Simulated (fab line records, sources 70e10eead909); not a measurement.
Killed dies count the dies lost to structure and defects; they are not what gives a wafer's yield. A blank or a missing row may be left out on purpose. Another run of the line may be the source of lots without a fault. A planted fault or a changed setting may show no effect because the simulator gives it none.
A lot that was struck, set against a sound lot | flow nand_harc | 14 out of 1159 route steps
Sound: the wafers L721.1, L721.3, L721.5. The struck wafers were L735.2, L735.3, L735.4. The cause is named last.
Order at every step that has rows: each side's tool, ch and its chambers, its first start. Under that, the readings that differ: sound wafers | struck wafers | difference of the means | sigmas: that difference in standard deviations of wafers without a fault.
alike: words and numbers the same on both sides, and readings whose means are apart by under 2 such deviations; not compared: readings that were withheld, readings missing a value for some wafer, numbers with overlapping values and no deviation given by the record, and bounds like >300 which may hide the same value.
The two part at a step that has a row with sigmas, a row that says differs or no value, or rows on one side only. Numbers that have no deviation but don't overlap get no sigmas and don't part them. A reading that every wafer of one side lacks parts them only if that side has two wafers or more.

NHARC_THIN_TSV_GRIND_00:
  sound on grinder-01 ch 0, day 19 03:50; struck on grinder-01 ch 0, day 23 01:13
  alike: motor_current_A
NHARC_THIN_TSV_CMP_01: polishes.
  sound on cmp-03 ch 0,1, day 19 05:04; struck on cmp-03 ch 1,2,3, day 23 02:15
  alike: motor_current_A
NHARC_THIN_TSV_THK_MEAS_02: measures by ir.
  sound on film_metro-01, day 19 05:20; struck on film_metro-02, day 23 02:29
  alike: thk_nm
then, 3 steps without rows for these wafers: NHARC_THIN_TSV_SRD_03; NHARC_THIN_TSV_PRECLEAN_41 (cleans in SC1); NHARC_THIN_TSV_SRD_42.
NHARC_THIN_TSV_DEP_43: deposits SiO2, target thk 1328.5 nm.
  sound on pecvd-04 ch 0,1,2, day 19 05:35; struck on pecvd-03 ch 0,2, day 23 02:46
  alike: showerhead_vpp_V, throttle_valve_pct
then, 5 steps without rows for these wafers: NHARC_THIN_TSV_DEHYDRATE_04 (time 120 s); NHARC_THIN_TSV_HMDS_05 (time 30 s); NHARC_THIN_TSV_COAT_06; NHARC_THIN_TSV_SOFTBAKE_07 (time 95 s); NHARC_THIN_TSV_EBR_08.
NHARC_THIN_TSV_EXPOSE_09: exposes mask TSV.
  struck on krf_scanner-03, day 23 03:16; sound on krf_scanner-04 ch 0, day 19 06:14
  no value came back on the struck wafers for exposure_dose_mJ_cm2, focus_offset_nm (nm), stage_vel_mm_s (mm/s); on the sound wafers exposure_dose_mJ_cm2 reads 30.731 30.699 30.710
  alike: mask
then, 1 step without rows for these wafers: NHARC_THIN_TSV_PEB_10 (peb time 85 s).

== WHERE THEY PART ==
Only at NHARC_THIN_TSV_EXPOSE_09, as far as this record shows.

WHY: the cause the simulator had injected
Whole step skipped at NHARC_THIN_TSV_EXPOSE_09 on krf_scanner-03, starting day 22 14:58. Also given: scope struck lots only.
